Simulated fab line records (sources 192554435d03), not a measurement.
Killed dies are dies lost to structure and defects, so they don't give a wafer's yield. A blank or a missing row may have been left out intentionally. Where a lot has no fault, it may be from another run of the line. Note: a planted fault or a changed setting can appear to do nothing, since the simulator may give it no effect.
fab line records	flow n5_finfet
record lots=7	wafers=21
route steps=1938 shown PAD_METAL@1896 PASSIVATION@1901
start_h: hours from the record's opening day to when the first of the lot's shown wafers began	wait_h: how many hours have passed since the lot's step before this one	" same as the row above	L1.1+2: a single row standing in for several wafers	- value missing, or start not given	* or withheld: withheld	< > ~ a bound
route shown NAME@n: NAME is a module with steps in the file, n the number in the route of the first one	usual: mean/standard deviation taken from wafers without a fault	same: alike in all rows	chamber/n: place in a boat	sites: the reading at each site	_std_site: their standard deviation	_edge_site: outer sites' mean less inner sites'	radius_mm: how far each site lies from the wafer's centre	mask NAME#n: copy n	behind: the tool/chamber that last shaped the wafer	hold: what put the lot on hold/how long, in hours/how the hold closed	device: the n, p or np transistor that did not switch	end of line: tests run on the same wafers once the route is complete	a step with no rows: only its recipe	killed: dies that structure and defects cost at the first sort, which is not the same as the wafer's yield	map: a wafer's dies, marking killed ones x, the rest . and places with no die _
set.NAME: the setting as run; set.NAME@STEP: as run at that earlier step	model.NAME: the simulator's own value behind a step, which no gauge read
one table per step and one row per wafer, for lots whose settings were changed on purpose
## steps
# step N5_PASSIVATION_AL_DEP_21
# recipe material=Al	target_thk_a=28000	temp_c=400	time_s=170	power_w=30000	chamber_pressure_pa=0.4	gas=Ar
lot.wafer	tool	chamber	start_h	wait_h	set.time_s	model.Al_of_PASSIVATION_AL_DEP_21.thk_nm
L080.1	pvd_sputter-03	-	293.62	0.1	170	2723
L080.2	"	-	"	"	170	2735
L080.6	"	-	"	"	170	2760
L081.2	pvd_sputter-01	-	323.37	0.1	170	2845
L081.5	"	-	"	"	170	2834
L081.6	"	-	"	"	170	2818
L083.1	pvd_sputter-03	-	331.45	0.1	170	2834
L083.2	"	-	"	"	194.1	3216
L083.6	"	-	"	"	170	2826
L087.2	pvd_sputter-03	-	339.51	0.1	170	2839
L087.5	"	-	"	"	170	2837
L087.6	"	-	"	"	170	2795
L089.1	pvd_sputter-02	-	362.60	0.1	170	2777
L089.3	"	-	"	"	170	2780
L089.4	"	-	"	"	170	2776
L092.1	pvd_sputter-01	-	386.40	0.1	170	2794
L092.3	"	-	"	"	170	2805
L092.5	"	-	"	"	170	2826
L096.1	pvd_sputter-02	-	418.49	0.1	184.9	3051
L096.3	"	-	"	"	170	2819
L096.6	"	-	"	"	184.9	3072
# step N5_PASSIVATION_EXPOSE_27
# recipe mask_id=PAD	na=0.55	source_shape=conventional	sigma_outer=0.8	polarization=unpolarized	defocus_nm=0	dose_mj=32.3
lot.wafer	tool	chamber	start_h	wait_h	mask	set.dose_mj
L080.1+2+6	krf_scanner-01	0	295.94	-	PAD#0	32.3
L081.2+5	krf_scanner-02	0	323.67	-	PAD#0	32.3
L081.6	"	0	"	"	PAD#0	29.96
L083.1	krf_scanner-02	0	331.75	-	PAD#0	32.3
L083.2+6	"	0	"	"	PAD#0	33.9
L087.2+5+6	krf_scanner-01	0	339.94	-	PAD#0	32.3
L089.1	krf_scanner-02	0	362.90	-	PAD#0	32.3
L089.3+4	"	0	"	"	PAD#0	30.79
L092.1+5	krf_scanner-01	0	386.69	-	PAD#0	32.3
L092.3	"	0	"	"	PAD#0	31.65
L096.1+6	krf_scanner-02	0	418.78	-	PAD#0	30.76
L096.3	"	0	"	"	PAD#0	32.3
# step N5_PASSIVATION_PEB_28
# recipe peb_temp_c=withheld	peb_time_s=*
# step N5_PASSIVATION_DEVELOP_29
# recipe develop_time_s=60	rinse_liquid=diw	dry=air_spin	dev_temp_c=21
# step N5_PASSIVATION_HARDBAKE_31
# recipe temp_c=130	time_s=120
# step N5_PASSIVATION_CD_MEAS_30
# recipe target_cd_nm=4000	landing_energy_ev=500	detector=se_inlens	polarity=opening
# usual cd_nm=4000.0/1.9
lot.wafer	tool	chamber	start_h	wait_h	set.dose_mj@PASSIVATION_EXPOSE_27	cd_nm
L080.1	cd_sem-02	0	296.12	-	32.3	4001.0
L080.2	"	0	"	"	32.3	3999.4
L080.6	"	0	"	"	32.3	3999.5
L081.2	cd_sem-03	0	323.85	-	32.3	4001.5
L081.5	"	0	"	"	32.3	3999.1
L081.6	"	0	"	"	29.96	3989.4
L083.1	cd_sem-03	0	331.92	-	32.3	3999.0
L083.2	"	0	"	"	33.9	4011.1
L083.6	"	0	"	"	33.9	4008.1
L087.2	cd_sem-02	0	340.11	-	32.3	4006.0
L087.5	"	0	"	"	32.3	4004.9
L087.6	"	0	"	"	32.3	4002.7
L089.1	cd_sem-03	0	363.07	-	32.3	3997.1
L089.3	"	0	"	"	30.79	3988.4
L089.4	"	0	"	"	30.79	3989.9
L092.1	cd_sem-02	0	386.87	-	32.3	4000.3
L092.3	"	0	"	"	31.65	3996.3
L092.5	"	0	"	"	32.3	4000.8
L096.1	cd_sem-03	0	418.96	-	30.76	3989.2
L096.3	"	0	"	"	32.3	3997.6
L096.6	"	0	"	"	30.76	3991.3
# step N5_PASSIVATION_SRD_72
# recipe dry=ipa_marangoni	time_s=30	temp_c=23	rinse_liquid=diw
# step N5_PASSIVATION_ANNEAL_56
# recipe temp_c=400	time_s=1800	ambient=FGA	idle_temp_c=300	ramp_up_c_per_min=5	ramp_down_c_per_min=3
# step N5_PASSIVATION_PROBE_49
# usual defect_limited_yield=91.7/1.2	killed_at_M0_to_M3=33/9.5	killed_at_M4_up=13/4.9	killed_at_contacts=13/6.6	killed_at_front_end=36/11	killed_at_other=3.0/2.6	killed_dies=97/14	killed_open=65/11	killed_short=31/6.6	sort_bin_5_function=4.8/0.82	sort_bin_6_memory=3.1/0.58	sort_bin_8_speed=0.00/0.02	sort_n_pass=1083/14	sort_yield_pct=91.7/1.2
# same gross_dies=1180	killed_at_back_side=0	sort_bin_4_leakage[%]=0
lot.wafer	tool	chamber	start_h	wait_h	set.cf4_flow_sccm@PASSIVATION_PASS_ETCH_74	defect_limited_yield[%]	killed_at_M0_to_M3	killed_at_M4_up	killed_at_contacts	killed_at_front_end	killed_at_other	killed_dies	killed_open	killed_short	sort_bin_5_function[%]	sort_bin_6_memory[%]	sort_bin_8_speed[%]	sort_n_pass	sort_yield_pct[%]
L080.1	prober-01	-	301.21	0.0	118.8	71.6	263	15	14	40	3	335	75	39	16.6	10.3	0	845	71.6
L080.2	prober-01	-	301.26	0.1	100	55.6	35	437	18	32	2	524	67	33	40.5	3.5	0.08	656	55.6
L080.6	prober-01	-	301.46	0.3	118.8	71.3	264	10	8	51	6	339	73	37	17.6	9.3	0	841	71.3
L081.2	prober-01	-	329.21	0.1	100	90.8	59	11	5	34	0	109	60	28	6.2	2.9	0	1071	90.8
L081.5	prober-01	-	329.36	0.2	100	91.3	40	10	16	36	1	103	63	30	5.7	2.7	0	1077	91.3
L081.6	prober-01	-	329.41	0.3	100	88.6	63	8	25	32	7	135	87	34	6.4	4.8	0	1045	88.6
L083.1	prober-02	-	337.06	0.0	100	92.5	11	15	26	35	2	89	58	30	4.7	2.4	0.08	1091	92.5
L083.2	prober-02	-	337.11	0.1	86.49	59.2	12	14	11	27	418	482	48	10	38.5	1.9	0	698	59.2
L083.6	prober-02	-	337.31	0.3	86.49	93.4	19	15	15	27	2	78	54	24	3.7	2.6	0	1102	93.4
L087.2	prober-02	-	345.16	0.1	100	91.3	34	10	28	27	4	103	68	33	5.5	3.1	0	1077	91.3
L087.5	prober-02	-	345.31	0.2	100	93.0	24	10	6	41	2	83	64	18	3.8	3.0	0	1097	93.0
L087.6	prober-02	-	345.36	0.3	100	91.2	39	19	12	33	1	104	75	27	5.3	3.2	0	1076	91.2
L089.1	prober-02	-	368.02	0.0	84.27	88.8	45	14	25	40	8	132	90	36	6.5	4.4	0	1048	88.8
L089.3	prober-02	-	368.12	0.1	100	90.3	40	12	28	30	4	114	71	32	5.7	3.5	0	1066	90.3
L089.4	prober-02	-	368.17	0.2	84.27	92.6	24	9	18	36	0	87	59	27	3.9	2.8	0	1093	92.6
L092.1	prober-01	-	391.98	0.0	106	91.9	22	17	14	37	5	95	67	28	5.0	2.8	0	1085	91.9
L092.3	prober-01	-	392.08	0.1	100	89.9	40	12	17	44	6	119	77	39	5.7	4.0	0	1061	89.9
L092.5	prober-01	-	392.18	0.2	100	90.3	35	11	10	57	2	115	78	37	6.9	2.8	0	1065	90.3
L096.1	prober-02	-	424.00	0.0	100	90.0	13	20	19	56	10	118	68	43	6.2	3.1	0	1062	90.0
L096.3	prober-02	-	424.10	0.1	115.3	86.9	102	11	14	27	1	155	54	27	7.7	4.8	0	1025	86.9
L096.6	prober-02	-	424.25	0.3	115.3	86.1	79	16	21	31	17	164	65	23	8.0	5.3	0	1016	86.1
# killed by level:class
L080.1 BEOL_M2:area_expose=221 BEOL_M1:geometric_particle:open=10 MOL_CONTACT_COAG:geometric_particle:open=9 BEOL_M2:geometric_particle:open=8 STI_FIN_REVEAL:geometric_particle:open=7 DUMMY_GATE:geometric_particle:open=7 BEOL_M0_SAQP:geometric_particle:short=7 FIN_SAQP:geometric_particle:open=6
L080.2 BEOL_M10:area_peb=420 MOL_CONTACT_COAG:geometric_particle:open=12 BEOL_M1:geometric_particle:open=12 STI_FIN_REVEAL:geometric_particle:open=9 MOL_CONTACT_COAG:geometric_particle:short=6 BEOL_M1:geometric_particle:short=6 BEOL_M5:geometric_particle:open=6 BEOL_M3:geometric_particle:open=5
L080.6 BEOL_M2:area_expose=221 FIN_SAQP:geometric_particle:open=12 STI_FIN_REVEAL:geometric_particle:open=10 BEOL_M2:geometric_particle:open=9 MOL_CONTACT_COAG:geometric_particle:open=7 BEOL_M1:geometric_particle:short=7 BEOL_M3:geometric_particle:open=7 FIN_SAQP:geometric_particle:short=6
L081.2 BEOL_M2:area_expose=21 BEOL_M0_SAQP:geometric_particle:open=9 BEOL_M0_SAQP:geometric_particle:short=8 BEOL_M1:geometric_particle:open=7 FIN_SAQP:geometric_particle:short=6 FIN_SAQP:geometric_particle:open=5 GATE_CUT:geometric_particle:open=5 BEOL_M3:geometric_particle:open=5
L081.5 FIN_SAQP:geometric_particle:open=18 MOL_CONTACT_COAG:geometric_particle:open=14 BEOL_M3:geometric_particle:open=12 FIN_SAQP:geometric_particle:short=11 BEOL_M0_SAQP:geometric_particle:short=8 BEOL_M2:area_expose=7 BEOL_M4:geometric_particle:open=4 BEOL_M2:geometric_particle:open=3
L081.6 MOL_CONTACT_COAG:geometric_particle:open=19 FIN_SAQP:geometric_particle:open=14 BEOL_M2:area_expose=12 BEOL_M0_SAQP:geometric_particle:open=11 BEOL_M2:geometric_particle:open=10 BEOL_M3:geometric_particle:open=10 BEOL_M1:geometric_particle:open=9 MOL_CONTACT_COAG:geometric_particle:short=5
L083.1 MOL_CONTACT_COAG:geometric_particle:open=22 FIN_SAQP:geometric_particle:open=9 GATE_CUT:geometric_particle:short=6 BEOL_M4:geometric_particle:open=6 FIN_SAQP:geometric_particle:short=4 DUMMY_GATE:geometric_particle:open=4 MOL_CONTACT_COAG:geometric_particle:short=4 STI_FIN_REVEAL:geometric_particle:open=3
L083.2 PASSIVATION:area_etch=418 MOL_CONTACT_COAG:geometric_particle:open=10 FIN_SAQP:geometric_particle:open=8 BEOL_M4:geometric_particle:open=6 STARTING-WAFER:geometric_particle:open=4 BEOL_M10:area_peb=4 BEOL_M0_SAQP:geometric_particle:short=3 BEOL_M0:geometric_particle:open=3
L083.6 BEOL_M4:geometric_particle:open=12 MOL_CONTACT_COAG:geometric_particle:open=11 BEOL_M1:geometric_particle:open=6 FIN_SAQP:geometric_particle:open=4 DUMMY_GATE:geometric_particle:short=4 DUMMY_GATE:geometric_particle:open=4 MOL_CONTACT_COAG:geometric_particle:short=4 BEOL_M2:geometric_particle:open=4
L087.2 MOL_CONTACT_COAG:geometric_particle:open=21 BEOL_M0_SAQP:geometric_particle:open=13 STI_FIN_REVEAL:geometric_particle:open=10 BEOL_M0_SAQP:geometric_particle:short=8 MOL_CONTACT_COAG:geometric_particle:short=7 FIN_SAQP:geometric_particle:short=4 BEOL_M2:geometric_particle:open=4 PASS1_CAP:geometric_particle:short=4
L087.5 STI_FIN_REVEAL:geometric_particle:open=22 BEOL_M4:geometric_particle:open=6 BEOL_M0_SAQP:geometric_particle:open=6 BEOL_M2:geometric_particle:open=6 BEOL_M3:geometric_particle:open=5 MOL_CONTACT_COAG:geometric_particle:open=5 FIN_SAQP:geometric_particle:short=4 STI_FIN_REVEAL:geometric_particle:short=3
L087.6 MOL_CONTACT_COAG:geometric_particle:open=10 STI_FIN_REVEAL:geometric_particle:open=9 BEOL_M3:geometric_particle:open=8 BEOL_M4:geometric_particle:open=8 FIN_SAQP:geometric_particle:open=7 BEOL_M0_SAQP:geometric_particle:short=7 BEOL_M0_SAQP:geometric_particle:open=6 BEOL_M2:geometric_particle:open=6
L089.1 MOL_CONTACT_COAG:geometric_particle:open=19 FIN_SAQP:geometric_particle:open=17 BEOL_M1:geometric_particle:open=12 BEOL_M0_SAQP:geometric_particle:open=10 STI_FIN_REVEAL:geometric_particle:open=8 BEOL_M4:geometric_particle:open=8 FIN_SAQP:geometric_particle:short=6 MOL_CONTACT_COAG:geometric_particle:short=6
L089.3 MOL_CONTACT_COAG:geometric_particle:open=23 BEOL_M2:area_expose=10 BEOL_M2:geometric_particle:open=8 BEOL_M4:geometric_particle:open=7 GATE_CUT:geometric_particle:short=6 MOL_CONTACT_COAG:geometric_particle:short=5 BEOL_M1:geometric_particle:open=5 STI_FIN_REVEAL:geometric_particle:open=4
L089.4 STI_FIN_REVEAL:geometric_particle:open=13 MOL_CONTACT_COAG:geometric_particle:open=12 MOL_CONTACT_COAG:geometric_particle:short=6 BEOL_M0_SAQP:geometric_particle:short=6 BEOL_M3:geometric_particle:open=5 DUMMY_GATE:geometric_particle:open=5 GATE_CUT:geometric_particle:short=5 STARTING-WAFER:geometric_particle:open=5
L092.1 STI_FIN_REVEAL:geometric_particle:open=11 BEOL_M4:geometric_particle:open=10 MOL_CONTACT_COAG:geometric_particle:short=7 MOL_CONTACT_COAG:geometric_particle:open=7 BEOL_M2:geometric_particle:open=5 DUMMY_GATE:geometric_particle:open=4 BEOL_M0_SAQP:geometric_particle:short=4 BEOL_M0:geometric_particle:open=4
L092.3 BEOL_M2:geometric_particle:open=13 MOL_CONTACT_COAG:geometric_particle:open=12 STI_FIN_REVEAL:geometric_particle:open=11 BEOL_M0_SAQP:geometric_particle:short=9 BEOL_M0_SAQP:geometric_particle:open=6 FIN_SAQP:geometric_particle:open=5 GATE_CUT:geometric_particle:short=5 MOL_CONTACT_COAG:geometric_particle:short=5
L092.5 STI_FIN_REVEAL:geometric_particle:open=15 BEOL_M0_SAQP:geometric_particle:short=10 MOL_CONTACT_COAG:geometric_particle:open=8 BEOL_M0_SAQP:geometric_particle:open=8 FIN_SAQP:geometric_particle:open=7 FIN_SAQP:geometric_particle:short=6 GATE_CUT:geometric_particle:open=6 BEOL_M2:geometric_particle:open=6
L096.1 FIN_SAQP:geometric_particle:short=14 MOL_CONTACT_COAG:geometric_particle:open=14 FIN_SAQP:geometric_particle:open=9 BEOL_M5:geometric_particle:open=7 PASSIVATION:area_etch=7 BEOL_M0_SAQP:geometric_particle:open=6 STI_FIN_REVEAL:geometric_particle:open=5 DUMMY_GATE:geometric_particle:open=5
L096.3 BEOL_M2:area_expose=73 BEOL_M0_SAQP:geometric_particle:open=13 MOL_CONTACT_COAG:geometric_particle:open=10 BEOL_M0_SAQP:geometric_particle:short=8 STI_FIN_REVEAL:geometric_particle:open=7 FIN_SAQP:geometric_particle:short=5 BEOL_M5:geometric_particle:open=4 DUMMY_GATE:geometric_particle:open=4
L096.6 BEOL_M2:area_expose=60 MOL_CONTACT_COAG:geometric_particle:open=17 PASSIVATION:area_etch=14 STI_FIN_REVEAL:geometric_particle:open=7 BEOL_M0:geometric_particle:open=6 BEOL_M4:geometric_particle:open=6 DUMMY_GATE:geometric_particle:open=5 MOL_CONTACT_COAG:geometric_particle:short=4
## key
split step=N5_PASSIVATION_AL_DEP_21	setting=time_s	stated=170	by=wafer
response step=N5_PASSIVATION_AL_DEP_21	reading=model.Al_of_PASSIVATION_AL_DEP_21.thk_nm	change=+27.3	per=1%	r=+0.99
split step=N5_PASSIVATION_EXPOSE_27	setting=dose_mj	stated=32.3	by=wafer
response step=N5_PASSIVATION_CD_MEAS_30	reading=cd_nm	change=+1.69	per=1%	r=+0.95
split outside_this_file step=N5_PASSIVATION_PASS_ETCH_74 setting=cf4_flow_sccm
# split outside_this_file: this setting was split too, and the file shows its column; the key of that split is in another file
